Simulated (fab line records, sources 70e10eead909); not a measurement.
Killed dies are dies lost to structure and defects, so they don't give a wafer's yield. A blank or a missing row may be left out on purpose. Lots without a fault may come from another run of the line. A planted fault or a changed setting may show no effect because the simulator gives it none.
Chamber matching | flow nand_harc | NHARC_A_CHANNEL_FILL_D2_ALD_16 on ald_hk-04: 4 sister chambers
The step deposits SiO2, target thk 1.5 nm, pulse time 10 s, ald cycles 15. 8 wafers are shown with their chamber, then 9 later ones without.

WAFERS WITH THEIR CHAMBER
wafer  | chamber | heater_power_w (W) | precursor_pulse_height_rel
L080.3 | 3       | 515                | 0.996
L085.1 | 1       | 506                | 0.984
L085.3 | 3       | 520                | 0.988
L085.5 | 2       | 406                | 1.021
L085.6 | 1       | 504                | 1.024
L090.1 | 2       | 365                | 1.014
L090.3 | 0       | 508                | 0.989
L090.5 | 0       | 503                | 0.999

WAFERS WITHOUT THEIR CHAMBER
wafer  | heater_power_w (W) | precursor_pulse_height_rel
L092.1 | 481                | 0.998
L092.4 | 512                | 1.017
L092.5 | 510                | 1.021
L097.2 | 508                | 1.023
L097.4 | 485                | 1.054
L097.6 | 371                | 1.024
L096.4 | 367                | 0.967
L096.5 | 535                | 1.011
L096.6 | 510                | 0.998

WHICH CHAMBER EACH WENT THROUGH
wafer  | from the rows above          | in truth
L092.1 | can't be placed: 1 or 0 or 3 | 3
L092.4 | can't be placed: 1 or 0 or 3 | 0
L092.5 | can't be placed: 1 or 0 or 3 | 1
L097.2 | can't be placed: 1 or 0 or 3 | 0
L097.4 | can't be placed: 1 or 0 or 3 | 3
L097.6 | 2                            | 2
L096.4 | 2                            | 2
L096.5 | can't be placed: 3 or 1 or 0 | 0
L096.6 | can't be placed: 0 or 1 or 3 | 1
Placed correctly: 2 of 9. Can't be placed from these rows: 7 (the true chamber is among the candidates in 7). Placed wrongly: 0.
How it was worked out, from the rows above alone: a wafer's distance from a chamber is the root of the sum, over the readings, of the square of ((its reading less the chamber's mean) divided by the reading's scatter). The wafer belongs to the nearest chamber; if the next one is less than 2 further off, it can't be placed. A chamber's mean is the mean of its shown wafers. The scatter: the root of (the sum of the squares of (reading less its chamber's mean) over the shown wafers, divided by (wafers less chambers)).
